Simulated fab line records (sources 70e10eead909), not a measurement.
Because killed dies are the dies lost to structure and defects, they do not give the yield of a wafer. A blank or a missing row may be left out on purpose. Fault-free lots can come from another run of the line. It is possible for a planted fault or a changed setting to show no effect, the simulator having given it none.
fab line records	flow nandHarc
record lots=13	wafers=39	lastDay=34
route steps=1302 shown A_M1@1194 A_BONDPAD@1202 END@1302
lots that met no fault: from a run of the same line without faults
startH: hours from the record's opening day to when the first of the lot's shown wafers began	waitH: how many hours have passed since the lot's step before this one	" unchanged from the row above	L1.1+2: a row that stands for several wafers	- value missing, or start not given	* or withheld: withheld	< > ~ a bound
route shown NAME@n: names a module that has steps shown in the file, with the first one's number in the route	usual: mean and standard deviation over wafers with no fault	same: alike in all rows	chamber/n: place in a boat	sites: the reading at each site	_std_site: how widely they spread, as a standard deviation	_edge_site: the outer-site mean with the inner-site mean subtracted	radiusMm: for every site, how far away it sits from the centre of the wafer	mask NAME#n: copy n	behind: the last tool/chamber to shape the wafer	hold: what put the lot on hold/how long, in hours/how the hold closed	device: names the non-switching transistor (n, p or np)	end of line: the tests these same wafers got at the end of their route	a step given without rows: its recipe and nothing more	killed: count of dies lost to structure and defects at first sort (not the wafer's yield)	map: per-die view of a wafer (x killed, . not killed, _ where there is no die)
set.NAME: the setting that was run; set.NAME@STEP: the one run at that earlier step	model.NAME: the simulator's own value behind a step, which no gauge read
route steps across a sampled set of lots; one table per step, one row per wafer
services: the hour from which a tool's chamber was out of use, counted from the record's first day as startH (under 0 if before that day), plus the number of hours and why
## steps
# step NHARC_A_M1_ANNEAL_31
# recipe tempC=225	timeS=90
# usual annealTempC=225.01/0.16	annealTempCMax=226.1/0.37	wafer_temp_C_max=226.6/0.56
# same timeS=90
lot.wafer	tool	chamber	startH	waitH	annealTempC	annealTempCMax	wafer_temp_C_max
L735.2	rtpAnneal-02	0	547.63	0.4	225.04	225.7	226.0
L735.3	"	0	"	"	224.97	225.6	225.6
L735.4	"	0	"	"	224.70	225.5	225.7
L734.4	rtpAnneal-01	0	549.98	0.4	224.98	226.5	226.6
L734.5	"	0	"	"	225.02	226.1	226.6
L734.6	"	0	"	"	224.95	226.5	227.0
L737.1	rtpAnneal-02	0	551.30	-	224.94	225.6	225.9
L737.5	"	0	"	"	224.69	225.3	226.1
L737.6	"	0	"	"	224.94	225.7	226.2
L739.1	rtpAnneal-02	0	562.57	0.3	225.42	226.2	226.4
L739.4	"	0	"	"	225.14	225.8	226.0
L739.5	"	0	"	"	225.15	225.9	225.6
L738.1	rtpAnneal-01	0	564.01	-	225.24	226.4	227.2
L738.4	"	0	"	"	224.99	226.1	226.7
L738.6	"	0	"	"	224.89	226.9	227.5
L741.3	rtpAnneal-01	0	610.14	0.3	225.33	227.0	226.6
L741.4	"	0	"	"	225.25	226.6	226.6
L741.6	"	0	"	"	225.03	226.2	226.9
L742.2	rtpAnneal-01	0	615.26	0.4	224.91	226.4	226.3
L742.4	"	0	"	"	225.08	226.4	227.2
L742.5	"	0	"	"	224.91	226.2	226.9
L744.1	rtpAnneal-02	0	646.43	-	225.23	226.0	226.3
L744.2	"	0	"	"	225.14	225.7	226.2
L744.5	"	0	"	"	225.40	225.9	226.5
L747.2	rtpAnneal-01	0	666.74	0.4	225.02	226.7	227.0
L747.5	"	0	"	"	224.96	226.2	226.9
L747.6	"	0	"	"	225.06	226.2	227.0
L749.2	rtpAnneal-01	0	684.15	-	224.98	226.4	226.9
L749.3	"	0	"	"	224.85	226.1	226.8
L749.4	"	0	"	"	225.05	226.3	227.3
L748.1	rtpAnneal-01	0	692.16	-	224.88	226.5	226.9
L748.2	"	0	"	"	224.93	226.1	226.7
L748.3	"	0	"	"	224.97	226.6	228.1
L750.1	rtpAnneal-01	0	693.61	0.3	225.02	226.5	227.1
L750.2	"	0	"	"	225.22	226.5	226.8
L750.4	"	0	"	"	224.87	226.4	227.9
L756.3	rtpAnneal-01	0	765.41	0.3	224.97	226.6	227.3
L756.4	"	0	"	"	225.09	226.5	226.8
L756.6	"	0	"	"	225.04	226.3	226.5
# step NHARC_A_M1_PRE_CLEAN_32
# recipe timeS=12	tempC=370	rfPowerW=300	gas=NH3
# usual heaterPowerW=658/79
# same timeS=12
lot.wafer	tool	chamber	startH	waitH	heaterPowerW
L735.3	pecvd-04	2	548.47	0.1	717
L735.2	"	1	"	"	577
L735.4	"	2	"	"	733
L734.6	pecvd-02	0	550.75	0.1	590
L734.4	"	1	"	"	576
L734.5	"	2	"	"	686
L737.1	pecvd-04	0	552.22	0.1	612
L737.6	"	2	"	"	790
L737.5	"	0	"	"	612
L739.1	pecvd-04	2	563.45	0.1	729
L739.4	"	2	"	"	765
L739.5	"	1	"	"	660
L738.1	pecvd-04	2	564.91	0.1	681
L738.4	"	1	"	"	660
L738.6	"	2	"	"	675
L741.3	pecvd-01	2	610.94	0.1	695
L741.6	"	2	"	"	689
L741.4	"	0	"	"	640
L742.2	pecvd-04	0	616.11	0.1	628
L742.5	"	2	"	"	705
L742.4	"	1	"	"	591
L744.2	pecvd-01	0	647.31	0.1	672
L744.1	"	2	"	"	668
L744.5	"	2	"	"	666
L747.2	pecvd-02	0	667.60	0.1	526
L747.5	"	2	"	"	718
L747.6	"	1	"	"	539
L749.3	pecvd-04	1	684.99	0.1	657
L749.2	"	2	"	"	746
L749.4	"	0	"	"	655
L748.2	pecvd-02	2	693.05	0.1	700
L748.3	"	0	"	"	580
L748.1	"	1	"	"	555
L750.1	pecvd-02	1	694.49	0.1	607
L750.2	"	2	"	"	687
L750.4	"	1	"	"	580
L756.3	pecvd-01	2	766.22	0.1	696
L756.4	"	1	"	"	788
L756.6	"	2	"	"	685
# step NHARC_A_BONDPAD_DEP_00
# recipe targetThkA=2500	tempC=370	targetThkNm=250	pressureTorr=3	flowSccm=200	rfW=450	material=SiCN
# usual heaterPowerW=593/75
lot.wafer	tool	chamber	startH	waitH	hold	heaterPowerW
L735.2	pecvd-02	1	549.10	-	-	546
L735.3	"	0	"	"	-	529
L735.4	"	1	"	"	-	561
L734.4	pecvd-01	0	551.56	-	-	583
L734.6	"	1	"	"	-	675
L734.5	"	2	"	"	-	613
L737.1	pecvd-01	0	552.93	-	-	640
L737.5	"	2	"	"	-	598
L737.6	"	0	"	"	-	649
L739.1	pecvd-02	1	564.25	-	-	556
L739.5	"	1	"	"	-	579
L739.4	"	2	"	"	-	583
L738.1	pecvd-01	0	565.80	-	-	625
L738.6	"	2	"	"	-	623
L738.4	"	0	"	"	-	629
L741.3	pecvd-02	0	611.60	-	-	499
L741.4	"	2	"	"	-	635
L741.6	"	1	"	"	-	532
L742.2	pecvd-03	2	616.73	-	-	596
L742.5	"	2	"	"	-	607
L742.4	"	1	"	"	-	536
L744.2	pecvd-02	2	647.99	-	-	658
L744.1	"	0	"	"	-	472
L744.5	"	0	"	"	-	469
L747.2	pecvd-02	0	-	-	-	487
L747.5	"	1	"	"	-	489
L747.6	"	2	"	"	-	666
L749.2	pecvd-03	1	685.77	-	-	543
L749.3	"	2	"	"	-	545
L749.4	"	0	"	"	-	545
L750.1	pecvd-01	2	701.98	-	awaitDispo/6.7h/release	664
L750.2	"	1	"	"	awaitDispo/6.7h/release	810
L750.4	"	0	"	"	awaitDispo/6.7h/release	660
L748.1	pecvd-01	2	705.82	-	awaitDispo/12.0h/release	643
L748.3	"	0	"	"	awaitDispo/12.0h/release	640
L748.2	"	1	"	"	awaitDispo/12.0h/release	665
L756.3	pecvd-03	1	766.95	-	-	450
L756.4	"	2	"	"	-	535
L756.6	"	1	"	"	-	476
# step NHARC_A_BONDPAD_CMP_29
# recipe targetThkNm=200	material=SiCN
# usual motorCurrentA=11.9/0.97
lot.wafer	tool	chamber	startH	waitH	motorCurrentA
L735.4	cmp-03	1	549.54	-	13.5
L735.3	"	3	"	"	12.4
L735.2	"	0	"	"	11.6
L734.4	cmp-04	3	551.88	-	11.7
L734.5	"	1	"	"	10.3
L734.6	"	2	"	"	12.6
L737.1	cmp-01	1	553.32	-	11.0
L737.6	"	2	"	"	11.9
L737.5	"	3	"	"	11.8
L739.1	cmp-03	3	564.66	-	11.7
L739.4	"	2	"	"	11.4
L739.5	"	3	"	"	11.7
L738.4	cmp-01	0	566.17	-	13.1
L738.1	"	1	"	"	10.8
L738.6	"	3	"	"	11.8
L741.4	cmp-04	1	611.96	-	10.5
L741.3	"	2	"	"	13.8
L741.6	"	1	"	"	10.6
L742.4	cmp-04	1	617.18	-	10.1
L742.2	"	2	"	"	13.4
L742.5	"	3	"	"	12.3
L744.1	cmp-01	2	648.35	-	12.7
L744.2	"	3	"	"	11.4
L744.5	"	2	"	"	12.4
L747.2	cmp-04	0	668.70	-	11.1
L747.6	"	1	"	"	10.8
L747.5	"	2	"	"	12.9
L749.4	cmp-03	0	686.16	-	11.6
L749.3	"	1	"	"	13.5
L749.2	"	2	"	"	11.3
L750.4	cmp-01	1	702.68	-	11.0
L750.1	"	2	"	"	12.9
L750.2	"	3	"	"	11.8
L748.1	cmp-01	2	706.26	-	12.2
L748.2	"	3	"	"	11.1
L748.3	"	0	"	"	12.9
L756.3	cmp-04	1	767.38	0.4	10.6
L756.4	"	2	"	"	13.1
L756.6	"	1	"	"	10.7
# step NHARC_A_BONDPAD_THK_MEAS_30
# recipe thkMeasGauge=ellipsometry
# usual thkNm=200.2/1.5
lot.wafer	tool	chamber	startH	waitH	thkNm
L735.2	filmMetro-01	-	549.79	0.1	199.1
L735.3	"	-	"	"	199.0
L735.4	"	-	"	"	198.4
L734.4	filmMetro-02	-	552.08	0.2	199.7
L734.5	"	-	"	"	197.9
L734.6	"	-	"	"	200.2
L737.1	filmMetro-02	-	553.49	0.1	201.8
L737.5	"	-	"	"	202.5
L737.6	"	-	"	"	202.6
L739.1	filmMetro-01	-	564.91	0.2	198.8
L739.4	"	-	"	"	198.1
L739.5	"	-	"	"	200.3
L738.1	filmMetro-01	-	566.37	0.1	202.1
L738.4	"	-	"	"	201.3
L738.6	"	-	"	"	199.3
L741.3	filmMetro-02	-	612.22	0.2	201.1
L741.4	"	-	"	"	200.7
L741.6	"	-	"	"	200.0
L742.2	filmMetro-01	-	617.38	0.2	198.9
L742.4	"	-	"	"	199.5
L742.5	"	-	"	"	200.4
L744.1	filmMetro-01	-	648.60	0.2	202.9
L744.2	"	-	"	"	202.1
L744.5	"	-	"	"	200.8
L747.2	filmMetro-02	-	668.87	0.1	202.3
L747.5	"	-	"	"	201.3
L747.6	"	-	"	"	201.5
L749.2	filmMetro-01	-	686.39	0.2	202.2
L749.3	"	-	"	"	198.3
L749.4	"	-	"	"	199.2
L750.1	filmMetro-02	-	702.93	0.2	202.5
L750.2	"	-	"	"	199.6
L750.4	"	-	"	"	201.3
L748.1	filmMetro-02	-	706.48	0.2	200.0
L748.2	"	-	"	"	198.4
L748.3	"	-	"	"	199.0
L756.3	filmMetro-02	-	767.61	0.2	200.0
L756.4	"	-	"	"	199.5
L756.6	"	-	"	"	198.6
# step NHARC_END_SORT_01
# recipe tempC=25
# usual defectLimitedYield=90.6/2.8	killedAtArray=58/20	killedAtOther=0.8/1	killedAtPeriphery=4.6/2.8	killedDies=63/19	killedOpen=3.4/2	killedShort=2.4/1.8
# same grossDies=677
lot.wafer	tool	chamber	startH	waitH	defectLimitedYield[%]	killedAtArray	killedAtOther	killedAtPeriphery	killedDies	killedOpen	killedShort
L735.2	prober-02	0	581.05	2.8	88.3	74	1	4	79	2	3
L735.3	prober-02	0	581.85	3.1	88.8	68	0	8	76	5	2
L735.4	prober-02	0	582.65	3.4	88.3	76	0	3	79	1	1
L734.4	prober-01	0	582.67	3.4	91.0	54	1	6	61	4	0
L734.5	prober-01	0	583.48	3.7	90.1	63	0	4	67	1	7
L734.6	prober-01	0	584.28	4.0	92.8	42	0	7	49	3	2
L737.1	prober-01	0	588.05	2.5	90.5	62	0	2	64	2	1
L737.5	prober-01	0	591.20	3.6	92.2	47	2	4	53	9	6
L737.6	prober-01	0	591.99	3.9	87.6	81	1	2	84	4	4
L738.1	prober-01	0	597.67	2.5	93.6	28	4	11	43	2	4
L738.4	prober-01	0	600.06	3.4	94.4	28	3	7	38	1	2
L738.6	prober-01	0	601.65	4.0	95.4	21	2	8	31	3	2
L739.1	prober-02	0	597.70	2.5	88.6	73	1	3	77	8	1
L739.4	prober-02	0	600.11	3.4	88.8	67	1	8	76	4	1
L739.5	prober-02	0	600.91	3.7	88.9	63	5	7	75	2	7
L741.3	prober-02	0	644.41	3.1	92.9	47	0	1	48	4	1
L741.4	prober-02	0	645.22	3.4	91.9	48	1	6	55	4	3
L741.6	prober-02	0	646.84	4.0	90.3	64	1	1	66	2	2
L742.2	prober-01	0	649.91	2.8	89.7	64	0	6	70	2	3
L742.4	prober-01	0	651.52	3.4	89.7	48	2	20	70	8	1
L742.5	prober-01	0	652.33	3.7	90.0	60	0	8	68	3	4
L744.1	prober-01	0	686.72	2.5	93.6	39	0	4	43	6	1
L744.2	prober-01	0	687.50	2.8	93.1	42	0	5	47	4	4
L744.5	prober-01	0	689.84	3.6	92.5	42	2	7	51	4	3
L747.2	prober-02	0	702.10	2.8	86.3	89	0	4	93	5	1
L747.5	prober-02	0	704.52	3.7	87.7	75	2	6	83	9	0
L747.6	prober-02	0	705.33	4.0	85.7	97	0	0	97	3	1
L749.2	prober-01	0	717.74	2.8	83.5	108	1	3	112	4	2
L749.3	prober-01	0	718.53	3.1	83.8	105	2	3	110	3	1
L749.4	prober-01	0	719.32	3.4	85.7	91	0	6	97	7	2
L750.1	prober-01	0	742.33	2.5	83.8	109	0	1	110	3	4
L750.2	prober-01	0	743.14	2.8	85.4	96	0	3	99	4	0
L750.4	prober-01	0	744.74	3.4	87.6	82	1	1	84	0	0
L748.1	prober-02	0	743.92	2.5	89.4	68	1	3	72	1	2
L748.2	prober-02	0	744.73	2.8	87.1	81	2	4	87	4	2
L748.3	prober-02	0	745.54	3.1	82.4	113	0	6	119	4	2
L756.3	prober-02	0	803.22	3.1	88.9	71	0	4	75	0	0
L756.4	prober-02	0	804.01	3.4	88.3	71	2	6	79	4	6
L756.6	prober-02	0	805.61	4.0	88.3	72	0	7	79	2	2
# killed by level:class
L735.2 A_CHANNEL_HOLE_D1:chamberFilmFlake=39 A_CHANNEL_HOLE_D2:chamberFilmFlake=21 P_GATE:chamberFilmFlake=2 A_SLIT:chamberFilmFlake=2 A_CHANNEL_FILL_D2:chamberFilmFlake=2 A_STAIRCASE:chamberFilmFlake=2 A_CONTACT:chamberFilmFlake=2 P_STI:geometricParticle:short=1
L735.3 A_CHANNEL_HOLE_D2:chamberFilmFlake=24 A_CHANNEL_HOLE_D1:chamberFilmFlake=23 A_STAIRCASE:chamberFilmFlake=6 P_GATE:chamberFilmFlake=4 A_CHANNEL_FILL_D2:chamberFilmFlake=3 P_ZERO_WELL:chamberFilmFlake=2 A_SLIT:chamberFilmFlake=2 A_CONTACT:chamberFilmFlake=2
L735.4 A_CHANNEL_HOLE_D1:chamberFilmFlake=32 A_CHANNEL_HOLE_D2:chamberFilmFlake=24 A_CONTACT:chamberFilmFlake=6 A_STAIRCASE:chamberFilmFlake=3 P_ZERO_WELL:chamberFilmFlake=2 A_ZERO_WELL:chamberFilmFlake=2 A_DECK1_JOINT:chamberFilmFlake=2 A_CHANNEL_FILL_D2:chamberFilmFlake=2
L734.4 A_CHANNEL_HOLE_D1:chamberFilmFlake=35 A_CHANNEL_HOLE_D2:chamberFilmFlake=10 P_STI:chamberFilmFlake=2 P_GATE:chamberFilmFlake=2 P_M1:geometricParticle:open=1 A_DECK1_JOINT:geometricParticle:open=1 A_CHANNEL_FILL_D2:geometricParticle:open=1 A_BLC:geometricParticle:open=1
L734.5 A_CHANNEL_HOLE_D1:chamberFilmFlake=35 A_CHANNEL_HOLE_D2:chamberFilmFlake=11 A_ONON_D1:geometricParticle:short=3 A_ONON_D2:geometricParticle:short=3 A_SLIT:chamberFilmFlake=3 A_WL_FILL:chamberFilmFlake=3 P_STI:chamberFilmFlake=2 A_STAIRCASE:chamberFilmFlake=2
L734.6 A_CHANNEL_HOLE_D1:chamberFilmFlake=21 A_CHANNEL_HOLE_D2:chamberFilmFlake=8 P_STI:chamberFilmFlake=3 A_STAIRCASE:chamberFilmFlake=3 A_WL_FILL:chamberFilmFlake=2 P_M1:geometricParticle:open=2 A_SLIT:chamberFilmFlake=2 A_SOURCE_PLATE:geometricParticle:open=1
L737.1 A_CHANNEL_HOLE_D2:chamberFilmFlake=35 A_SLIT:chamberFilmFlake=15 A_BONDPAD:chamberFilmFlake=4 A_CHANNEL_HOLE_D1:chamberFilmFlake=3 A_CONTACT:chamberFilmFlake=2 P_M0:geometricParticle:short=1 P_M1:geometricParticle:open=1 A_BLC:geometricParticle:open=1
L737.5 A_CHANNEL_HOLE_D2:chamberFilmFlake=16 A_SLIT:chamberFilmFlake=8 A_BONDPAD:chamberFilmFlake=5 A_CONTACT:chamberFilmFlake=4 A_M0:geometricParticle:open=3 A_CHANNEL_HOLE_D1:chamberFilmFlake=2 THIN_TSV:chamberFilmFlake=2 P_ZERO_WELL:geometricParticle:open=1
L737.6 A_CHANNEL_HOLE_D2:chamberFilmFlake=35 A_SLIT:chamberFilmFlake=24 A_BONDPAD:chamberFilmFlake=6 A_CHANNEL_FILL_D1:chamberFilmFlake=3 A_WL_FILL:geometricParticle:short=2 A_WL_FILL:chamberFilmFlake=2 P_M1:geometricParticle:open=1 A_CHANNEL_FILL_D1:geometricParticle:open=1
L738.1 A_CHANNEL_HOLE_D1:chamberFilmFlake=10 P_BONDPAD:chamberFilmFlake=8 A_CHANNEL_HOLE_D2:chamberFilmFlake=5 A_CONTACT:chamberFilmFlake=4 THIN_TSV:chamberFilmFlake=4 A_SGD_CUT:geometricParticle:short=2 P_GATE:chamberFilmFlake=2 A_DECK1_JOINT:chamberFilmFlake=2
L739.1 A_CHANNEL_HOLE_D2:chamberFilmFlake=35 A_SLIT:chamberFilmFlake=17 A_STAIRCASE:chamberFilmFlake=5 A_CHANNEL_HOLE_D1:chamberFilmFlake=3 A_CHANNEL_FILL_D1:chamberFilmFlake=3 P_STI:chamberFilmFlake=2 A_CONTACT:chamberFilmFlake=2 P_M0:geometricParticle:open=1
L738.4 A_CHANNEL_HOLE_D1:chamberFilmFlake=12 A_CHANNEL_HOLE_D2:chamberFilmFlake=8 P_BONDPAD:chamberFilmFlake=4 THIN_TSV:chamberFilmFlake=3 A_CHANNEL_FILL_D2:chamberFilmFlake=2 P_CONTACT:geometricParticle:open=1 A_DECK1_JOINT:geometricParticle:short=1 A_SGD_CUT:geometricParticle:short=1
L739.4 A_CHANNEL_HOLE_D2:chamberFilmFlake=35 A_SLIT:chamberFilmFlake=21 P_GATE:chamberFilmFlake=6 A_STAIRCASE:chamberFilmFlake=3 A_ONON_D2:geometricParticle:open=2 A_CHANNEL_FILL_D1:chamberFilmFlake=2 P_M2:geometricParticle:open=1 A_CHANNEL_FILL_D1:geometricParticle:short=1
L739.5 A_CHANNEL_HOLE_D2:chamberFilmFlake=31 A_SLIT:chamberFilmFlake=18 THIN_TSV:chamberFilmFlake=5 A_STAIRCASE:chamberFilmFlake=4 P_GATE:chamberFilmFlake=3 P_BONDPAD:chamberFilmFlake=2 A_CONTACT:chamberFilmFlake=2 P_CONTACT:geometricParticle:short=1
L738.6 A_CHANNEL_HOLE_D1:chamberFilmFlake=7 A_CHANNEL_HOLE_D2:chamberFilmFlake=6 P_GATE:chamberFilmFlake=4 P_BONDPAD:chamberFilmFlake=2 A_SLIT:chamberFilmFlake=2 A_CONTACT:chamberFilmFlake=2 THIN_TSV:chamberFilmFlake=2 P_CONTACT:geometricParticle:open=1
L741.3 A_SLIT:chamberFilmFlake=21 A_CHANNEL_HOLE_D2:chamberFilmFlake=10 A_CHANNEL_FILL_D1:chamberFilmFlake=3 A_CHANNEL_HOLE_D1:chamberFilmFlake=2 A_CHANNEL_HOLE_D1:geometricParticle:open=1 A_CHANNEL_FILL_D2:geometricParticle:open=1 A_WL_FILL:geometricParticle:open=1 A_WL_FILL:geometricParticle:short=1
L741.4 A_SLIT:chamberFilmFlake=25 A_CHANNEL_HOLE_D2:chamberFilmFlake=11 A_CHANNEL_FILL_D1:chamberFilmFlake=4 P_M0:geometricParticle:open=3 P_ZERO_WELL:chamberFilmFlake=2 P_M0:geometricParticle:short=1 A_CHANNEL_HOLE_D1:geometricParticle:short=1 A_CHANNEL_FILL_D1:geometricParticle:short=1
L741.6 A_SLIT:chamberFilmFlake=36 A_CHANNEL_HOLE_D2:chamberFilmFlake=8 A_CHANNEL_HOLE_D1:chamberFilmFlake=7 A_ZERO_WELL:chamberFilmFlake=3 A_M1:chamberFilmFlake=3 A_CHANNEL_FILL_D1:chamberFilmFlake=2 A_WL_FILL:chamberFilmFlake=2 P_GATE:geometricParticle:open=1
L742.2 A_CHANNEL_HOLE_D1:chamberFilmFlake=32 A_CHANNEL_HOLE_D2:chamberFilmFlake=17 P_CONTACT:chamberFilmFlake=4 A_DECK1_JOINT:chamberFilmFlake=3 A_ZERO_WELL:chamberFilmFlake=2 A_WL_FILL:chamberFilmFlake=2 A_CONTACT:chamberFilmFlake=2 A_M1:chamberFilmFlake=2
L742.4 A_CHANNEL_HOLE_D1:chamberFilmFlake=18 P_CONTACT:chamberFilmFlake=13 A_CHANNEL_HOLE_D2:chamberFilmFlake=9 A_CONTACT:chamberFilmFlake=6 P_M2:chamberFilmFlake=3 A_M1:chamberFilmFlake=3 A_STAIRCASE:chamberFilmFlake=2 THIN_TSV:chamberFilmFlake=2
L742.5 A_CHANNEL_HOLE_D1:chamberFilmFlake=34 A_CHANNEL_HOLE_D2:chamberFilmFlake=9 A_CONTACT:chamberFilmFlake=4 P_ZERO_WELL:chamberFilmFlake=3 P_CONTACT:chamberFilmFlake=3 A_STAIRCASE:chamberFilmFlake=3 A_ZERO_WELL:chamberFilmFlake=2 A_DECK1_JOINT:geometricParticle:open=1
L744.1 A_CHANNEL_HOLE_D1:chamberFilmFlake=23 A_STAIRCASE:chamberFilmFlake=4 A_SLIT:chamberFilmFlake=3 A_SOURCE_PLATE:geometricParticle:open=2 P_M2:chamberFilmFlake=2 P_M0:geometricParticle:open=1 A_SGD_CUT:geometricParticle:open=1 A_SLIT:geometricParticle:short=1
L744.2 A_CHANNEL_HOLE_D1:chamberFilmFlake=29 A_CHANNEL_HOLE_D2:chamberFilmFlake=3 A_STAIRCASE:chamberFilmFlake=2 P_GATE:geometricParticle:short=1 P_CONTACT:geometricParticle:open=1 A_ONON_D2:geometricParticle:short=1 A_CHANNEL_HOLE_D2:geometricParticle:short=1 A_CHANNEL_FILL_D2:geometricParticle:open=1
L744.5 A_CHANNEL_HOLE_D1:chamberFilmFlake=33 A_CONTACT:chamberFilmFlake=3 P_M2:chamberFilmFlake=3 A_SLIT:chamberFilmFlake=3 P_M0:geometricParticle:open=2 P_BONDPAD:geometricParticle:short=1 A_DECK1_JOINT:geometricParticle:short=1 A_M0:geometricParticle:open=1
L747.2 A_CHANNEL_HOLE_D1:chamberFilmFlake=31 A_CHANNEL_HOLE_D2:chamberFilmFlake=30 A_SLIT:chamberFilmFlake=24 P_CONTACT:geometricParticle:open=2 P_STI:chamberFilmFlake=2 A_CHANNEL_FILL_D1:geometricParticle:short=1 A_ONON_D2:geometricParticle:open=1 A_CHANNEL_FILL_D2:geometricParticle:open=1
L747.5 A_CHANNEL_HOLE_D2:chamberFilmFlake=30 A_CHANNEL_HOLE_D1:chamberFilmFlake=24 A_SLIT:chamberFilmFlake=12 P_M0:chamberFilmFlake=2 P_CONTACT:geometricParticle:open=1 P_M0:geometricParticle:open=1 P_BONDPAD:geometricParticle:open=1 A_ONON_D1:geometricParticle:open=1
L747.6 A_SLIT:chamberFilmFlake=34 A_CHANNEL_HOLE_D1:chamberFilmFlake=32 A_CHANNEL_HOLE_D2:chamberFilmFlake=20 A_STAIRCASE:chamberFilmFlake=3 A_CONTACT:chamberFilmFlake=3 A_DECK1_JOINT:geometricParticle:open=1 A_ONON_D2:geometricParticle:short=1 A_ONON_D2:geometricParticle:open=1
L749.2 A_SLIT:chamberFilmFlake=36 A_CHANNEL_HOLE_D1:chamberFilmFlake=33 A_CHANNEL_HOLE_D2:chamberFilmFlake=16 A_CONTACT:chamberFilmFlake=11 A_SGD_CUT:chamberFilmFlake=4 A_CHANNEL_FILL_D1:geometricParticle:open=2 P_M1:chamberFilmFlake=2 A_ONON_D1:geometricParticle:open=1
L749.3 A_CHANNEL_HOLE_D1:chamberFilmFlake=34 A_SLIT:chamberFilmFlake=30 A_CHANNEL_HOLE_D2:chamberFilmFlake=21 A_CONTACT:chamberFilmFlake=10 A_SGD_CUT:chamberFilmFlake=4 A_BLC:geometricParticle:open=2 P_M1:chamberFilmFlake=2 A_STAIRCASE:chamberFilmFlake=2
L749.4 A_SLIT:chamberFilmFlake=34 A_CONTACT:chamberFilmFlake=17 A_CHANNEL_HOLE_D1:chamberFilmFlake=15 A_CHANNEL_HOLE_D2:chamberFilmFlake=11 A_SGD_CUT:chamberFilmFlake=5 P_M2:chamberFilmFlake=3 A_SOURCE_PLATE:geometricParticle:open=2 P_CONTACT:geometricParticle:open=1
L750.1 A_M1:unspecified=43 A_SLIT:chamberFilmFlake=35 A_CHANNEL_HOLE_D1:chamberFilmFlake=10 A_CONTACT:chamberFilmFlake=6 A_BLC:chamberFilmFlake=5 A_CHANNEL_FILL_D1:geometricParticle:short=2 A_STAIRCASE:chamberFilmFlake=2 A_CHANNEL_FILL_D1:geometricParticle:open=1
L750.2 A_M1:unspecified=50 A_SLIT:chamberFilmFlake=25 A_CHANNEL_HOLE_D1:chamberFilmFlake=13 A_CONTACT:chamberFilmFlake=3 A_SGD_CUT:chamberFilmFlake=2 P_M0:geometricParticle:open=1 P_M1:geometricParticle:open=1 A_ONON_D1:geometricParticle:open=1
L748.1 A_M1:unspecified=39 A_CHANNEL_HOLE_D1:chamberFilmFlake=14 A_SLIT:chamberFilmFlake=5 A_CONTACT:chamberFilmFlake=3 P_M1:chamberFilmFlake=2 A_CHANNEL_FILL_D2:chamberFilmFlake=2 A_CHANNEL_FILL_D1:geometricParticle:short=1 A_CHANNEL_FILL_D1:geometricParticle:open=1
L748.2 A_M1:unspecified=49 A_CHANNEL_HOLE_D1:chamberFilmFlake=12 A_SLIT:chamberFilmFlake=4 A_DECK1_JOINT:geometricParticle:open=3 P_M1:chamberFilmFlake=3 A_CHANNEL_FILL_D1:chamberFilmFlake=3 A_WL_FILL:chamberFilmFlake=3 A_WL_FILL:geometricParticle:short=2
L750.4 A_M1:unspecified=43 A_SLIT:chamberFilmFlake=21 A_CHANNEL_HOLE_D1:chamberFilmFlake=5 A_CONTACT:chamberFilmFlake=4 A_BLC:chamberFilmFlake=3 A_CHANNEL_FILL_D1:chamberFilmFlake=2 A_CHANNEL_FILL_D2:chamberFilmFlake=2 P_GATE:chamberFilmFlake=1
L748.3 A_M1:unspecified=90 A_CHANNEL_HOLE_D1:chamberFilmFlake=8 P_M1:chamberFilmFlake=5 A_SLIT:chamberFilmFlake=4 A_SGD_CUT:geometricParticle:open=2 A_WL_FILL:geometricParticle:short=2 A_SOURCE_PLATE:geometricParticle:open=1 A_ONON_D1:geometricParticle:open=1
L756.3 A_SLIT:chamberFilmFlake=35 A_CHANNEL_HOLE_D2:chamberFilmFlake=17 A_CHANNEL_HOLE_D1:chamberFilmFlake=8 A_DECK1_JOINT:chamberFilmFlake=4 A_WL_FILL:chamberFilmFlake=3 P_GATE:chamberFilmFlake=2 P_BONDPAD:chamberFilmFlake=2 A_STAIRCASE:chamberFilmFlake=2
L756.4 A_CHANNEL_HOLE_D2:chamberFilmFlake=24 A_SLIT:chamberFilmFlake=22 A_CHANNEL_HOLE_D1:chamberFilmFlake=9 P_BONDPAD:chamberFilmFlake=5 A_WL_FILL:chamberFilmFlake=4 A_SOURCE_PLATE:geometricParticle:short=2 A_DECK1_JOINT:geometricParticle:short=2 A_WL_FILL:geometricParticle:short=2
L756.6 A_CHANNEL_HOLE_D2:chamberFilmFlake=26 A_SLIT:chamberFilmFlake=21 A_CHANNEL_HOLE_D1:chamberFilmFlake=15 P_BONDPAD:chamberFilmFlake=5 A_DECK1_JOINT:chamberFilmFlake=3 A_CONTACT:geometricParticle:open=2 A_STAIRCASE:chamberFilmFlake=2 A_WL_FILL:chamberFilmFlake=2
## services
tool	chamber	startH	hours	kind
cmp-04	-	541.58	0.5	repair
pecvd-03	-	547.41	13.0	pm
cmp-01	-	548.97	1.3	repair
cmp-03	-	554.10	4.0	pm
cmp-01	-	557.03	2.9	repair
pecvd-04	0	562.97	4.6	repair
cmp-01	-	566.40	2.1	repair
cmp-01	-	577.66	4.0	pm
cmp-04	-	580.08	1.0	repair
pecvd-02	-	589.53	13.0	pm
cmp-04	-	601.04	4.0	pm
pecvd-04	-	631.00	13.0	pm
cmp-01	-	636.18	0.6	repair
pecvd-02	0	673.70	5.3	repair
pecvd-01	-	673.79	13.0	pm
cmp-01	-	675.66	4.0	pm
cmp-04	-	699.04	4.0	pm
pecvd-04	-	702.40	1.2	repair
pecvd-02	0	704.26	14.3	repair
cmp-04	-	710.70	2.5	repair
rtpAnneal-02	-	744.00	12.0	pm
cmp-01	-	752.03	0.6	repair
cmp-04	-	762.57	1.7	repair
cmp-01	-	762.83	0.2	repair
## key
firstSign step=NHARC_END_SORT_01	reading=killedAtArray	direction=up	sigmas=1.7	usual=58	struck=92	wafersMoved=5
effect step=NHARC_END_SORT_01	reading=killedDies	direction=up	sigmas=1.7	usual=63	struck=95	wafersMoved=5
moreKillsBornAt NHARC_A_M1_PRE_CLEAN_32@pecvd-02=314
metAt NHARC_A_M1_PRE_CLEAN_32
struckLots L748,L750
notActingAt NHARC_A_M1_ANNEAL_31,NHARC_A_BONDPAD_CMP_29,NHARC_A_BONDPAD_THK_MEAS_30
onsetBetween 667.60 693.05
alsoFits NHARC_A_BONDPAD_DEP_00:pecvd-01
fault kind=chamberParticleSource	tool=pecvd-02	chamber=-	onsetH=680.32	steps=NHARC_A_M1_PRE_CLEAN_32	ratePerVisitCm2=1.371	endH=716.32
